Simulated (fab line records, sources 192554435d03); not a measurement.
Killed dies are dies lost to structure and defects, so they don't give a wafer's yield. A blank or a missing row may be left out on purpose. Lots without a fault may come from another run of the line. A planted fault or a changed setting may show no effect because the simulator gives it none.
Which tool did it? | flow n5_finfet | 10 lots, 30 wafers sampled, at 5 steps of a route of 1938

WHAT THE GAUGES READ, wafer by wafer
N5_BEOL_M4_RC_MEAS_101. Usual: DIBL_N 36.2 mV/V, standard deviation 1.7; DIBL_P 36.2 mV/V, standard deviation 2.2; IOFF_N 0.16 nA/um, standard deviation 0.035; IOFF_P 0.21 nA/um, standard deviation 0.042; ION_N 673 uA/um, standard deviation 13; ION_P 462 uA/um, standard deviation 7.9; SS_N 71.4 mV/dec, standard deviation 0.59; SS_P 73.2 mV/dec, standard deviation 0.7; VT_N 250 mV, standard deviation 3.6; VT_P -251 mV, standard deviation 3.5.
lot  | measured     | on        | DIBL_N (mV/V)  | DIBL_P (mV/V)  | IOFF_N (nA/um) | IOFF_P (nA/um) | ION_N (uA/um) | ION_P (uA/um) | SS_N (mV/dec)  | SS_P (mV/dec)  | VT_N (mV)   | VT_P (mV)      | flag
L346 | day 7 14:49  | prober-01 | 39.5 37.5 34.2 | 39.9 36.7 33.5 | 0.20 0.17 0.11 | 0.24 0.20 0.15 | 672 681 642   | 458 461 443   | 72.9 71.9 71.0 | 74.6 74.5 72.4 | 248 253 256 | -248 -251 -256 |
L349 | day 8 07:13  | prober-02 | 36.6 39.1 39.0 | 37.7 41.7 41.1 | 0.20 0.27 0.27 | 0.26 0.34 0.34 | 688 713 696   | 468 482 476   | 72.1 71.7 72.7 | 73.4 74.9 74.9 | 243 240 240 | -246 -244 -243 |
L350 | day 8 10:10  | prober-02 | 35.5 34.1 36.4 | 34.9 33.8 35.9 | 0.14 0.12 0.17 | 0.19 0.18 0.21 | 667 673 689   | 464 467 467   | 70.9 70.8 71.2 | 73.4 72.8 72.6 | 251 250 247 | -251 -254 -250 |
L351 | day 8 20:38  | prober-01 | 39.8 39.8 41.5 | 40.7 39.1 41.8 | 0.25 0.22 0.28 | 0.32 0.28 0.36 | 705 680 688   | 485 468 478   | 72.4 71.3 72.1 | 74.7 74.4 74.7 | 240 246 243 | -245 -248 -243 |
L352 | day 9 04:19  | prober-01 | 35.6 34.7 38.1 | 38.0 36.0 39.9 | 0.17 0.14 0.20 | 0.21 0.18 0.23 | 681 662 681   | 456 454 458   | 71.0 71.7 71.8 | 72.9 73.0 74.0 | 252 250 249 | -250 -253 -251 |
L359 | day 11 07:58 | prober-02 | 36.2 35.7 37.3 | 34.2 34.5 35.9 | 0.14 0.13 0.15 | 0.17 0.17 0.19 | 679 680 674   | 460 461 461   | 72.2 70.5 71.6 | 73.1 73.2 72.7 | 252 254 253 | -255 -256 -251 |
L363 | day 12 13:05 | prober-02 | 36.2 35.4 36.9 | 35.5 35.1 37.5 | 0.16 0.16 0.17 | 0.21 0.21 0.24 | 670 677 676   | 465 468 462   | 71.2 71.6 72.2 | 73.1 73.0 73.1 | 251 249 249 | -249 -249 -249 |
L364 | day 12 17:07 | prober-02 | 32.5 32.4 32.2 | 32.9 31.6 30.7 | 0.10 0.10 0.09 | 0.15 0.14 0.13 | 654 648 648   | 455 446 446   | 71.2 70.5 70.4 | 72.3 72.4 72.3 | 256 256 258 | -254 -255 -258 |
L367 | day 13 14:12 | prober-01 | 37.8 36.2 37.1 | 37.2 34.0 34.9 | 0.16 0.12 0.15 | 0.25 0.19 0.21 | 669 673 675   | 459 462 470   | 71.8 71.5 70.9 | 73.6 72.6 72.3 | 247 255 249 | -247 -251 -249 |
L369 | day 13 17:47 | prober-01 | 34.9 35.1 34.1 | 36.8 35.5 35.1 | 0.15 0.14 0.13 | 0.17 0.16 0.16 | 665 672 666   | 450 451 454   | 70.6 71.4 71.0 | 73.9 73.2 73.1 | 252 252 255 | -257 -259 -258 |

WHICH TOOL RAN EACH LOT (tool, then ch and the chambers of the sampled wafers, then the start)
lot  | N5_BEOL_M1_SURFACE_TREAT_85  | N5_BEOL_M1_ANNEAL_89         | N5_BEOL_M1_SPUTTER_92        | N5_BEOL_M1_ANNEAL_95
L346 | pvd_sputter-02, day 6 06:50  | pvd_sputter-01, day 6 08:15  | pvd_sputter-01, day 6 08:37  | pvd_sputter-01, day 6 08:55
L349 | pvd_sputter-01, day 6 21:17  | pvd_sputter-02, day 6 22:29  | pvd_sputter-02, day 6 22:51  | pvd_sputter-02, day 6 23:09
L350 | pvd_sputter-03, day 7 00:50  | pvd_sputter-01, day 7 02:02  | pvd_sputter-01, day 7 02:23  | pvd_sputter-01, day 7 02:41
L351 | pvd_sputter-02, day 7 09:03  | pvd_sputter-02, day 7 10:16  | pvd_sputter-02, day 7 10:38  | pvd_sputter-02, day 7 10:56
L352 | pvd_sputter-01, day 7 15:37  | pvd_sputter-01, day 7 16:52  | pvd_sputter-01, day 7 17:13  | pvd_sputter-01, day 7 17:31
L359 | pvd_sputter-01, day 9 21:12  | pvd_sputter-02, day 9 22:23  | pvd_sputter-02, day 9 22:45  | pvd_sputter-02, day 9 23:03
L363 | pvd_sputter-01, day 10 09:14 | pvd_sputter-01, day 10 10:55 | pvd_sputter-01, day 10 11:16 | pvd_sputter-01, day 10 11:34
L364 | pvd_sputter-01, day 10 16:41 | pvd_sputter-02, day 10 19:32 | pvd_sputter-02, day 10 19:54 | pvd_sputter-02, day 10 20:12
L367 | pvd_sputter-02, day 12 00:40 | pvd_sputter-02, day 12 03:49 | pvd_sputter-02, day 12 04:11 | pvd_sputter-02, day 12 04:29
L369 | pvd_sputter-03, day 12 05:52 | pvd_sputter-03, day 12 07:19 | pvd_sputter-03, day 12 07:41 | pvd_sputter-03, day 12 07:59
- N5_BEOL_M1_SURFACE_TREAT_85
- N5_BEOL_M1_ANNEAL_89: time 240 s.
- N5_BEOL_M1_SPUTTER_92: material Cu, target thk 4.5 nm, time 8.29 s.
- N5_BEOL_M1_ANNEAL_95: time 240 s.

WHAT THE TOOLS THEMSELVES READ (means of the sampled wafers that have a number; where no wafer has one, the mark that the record gives instead)
N5_BEOL_M1_ANNEAL_89. Usual: heater_power_w 845 W, standard deviation 85; susceptor_temp_C 400.00 C, standard deviation 0.21.
lot  | tool           | heater_power_w (W) | susceptor_temp_C (C) | flag
L346 | pvd_sputter-01 | 823                | 400.02               |
L349 | pvd_sputter-02 | 776                | 399.97               |
L350 | pvd_sputter-01 | -                  | -                    | OFF
L351 | pvd_sputter-02 | -                  | -                    | OFF
L352 | pvd_sputter-01 | -                  | -                    | OFF
L359 | pvd_sputter-02 | 841                | 400.10               |
L363 | pvd_sputter-01 | 831                | 400.02               |
L364 | pvd_sputter-02 | 791                | 399.95               |
L367 | pvd_sputter-02 | 840                | 399.87               |
L369 | pvd_sputter-03 | 928                | 400.12               |

N5_BEOL_M1_SPUTTER_92. Usual: chuck_sensor_temp_C -16.0 C, standard deviation 0.45; throttle_valve_pct 30.2 %, standard deviation 1.3.
lot  | tool           | chuck_sensor_temp_C (C) | throttle_valve_pct (%) | flag
L346 | pvd_sputter-01 | -16.1                   | 30.9                   |
L349 | pvd_sputter-02 | -16.1                   | 31.3                   |
L350 | pvd_sputter-01 | -16.0                   | 30.9                   |
L351 | pvd_sputter-02 | -15.7                   | 30.7                   |
L352 | pvd_sputter-01 | -16.1                   | 30.2                   |
L359 | pvd_sputter-02 | -15.7                   | 29.8                   |
L363 | pvd_sputter-01 | -16.3                   | 30.2                   |
L364 | pvd_sputter-02 | -16.0                   | 30.1                   |
L367 | pvd_sputter-02 | -15.8                   | 29.6                   |
L369 | pvd_sputter-03 | -16.0                   | 30.5                   |

N5_BEOL_M1_ANNEAL_95. Usual: heater_power_w 846 W, standard deviation 84; susceptor_temp_C 399.99 C, standard deviation 0.2.
lot  | tool           | heater_power_w (W) | susceptor_temp_C (C) | flag
L346 | pvd_sputter-01 | 823                | 399.95               |
L349 | pvd_sputter-02 | 769                | 400.14               |
L350 | pvd_sputter-01 | 872                | 399.91               |
L351 | pvd_sputter-02 | 807                | 400.04               |
L352 | pvd_sputter-01 | 839                | 400.12               |
L359 | pvd_sputter-02 | 842                | 400.06               |
L363 | pvd_sputter-01 | 834                | 399.85               |
L364 | pvd_sputter-02 | 784                | 400.01               |
L367 | pvd_sputter-02 | 839                | 400.05               |
L369 | pvd_sputter-03 | 930                | 399.76               |

THE ANSWER, worked out from the rows above alone
Rule: a lot is off if the mean of its wafers that have a number lies more than 3 standard deviations from the usual mean. A lot without any number at a reading at which 4 lots or more have one is off too. The other lots that the step has rows for count as sound. The gauges are gone through in route order, then the tools' own readings, and for those a lot's mean is taken as printed above. The first step at which some lot is off is used, and at that step the reading that is off furthest; a lot without a number counts as furthest.
Off: L350, L351, L352, at N5_BEOL_M1_ANNEAL_89 (heater_power_w). Without a number there: L350, L351, L352.
A tool fits if, at that step or a process step before it, it ran every lot that is off, and no sound lot after the first of them. None of those tried fits.

WHAT THE SIMULATOR HAD PUT IN
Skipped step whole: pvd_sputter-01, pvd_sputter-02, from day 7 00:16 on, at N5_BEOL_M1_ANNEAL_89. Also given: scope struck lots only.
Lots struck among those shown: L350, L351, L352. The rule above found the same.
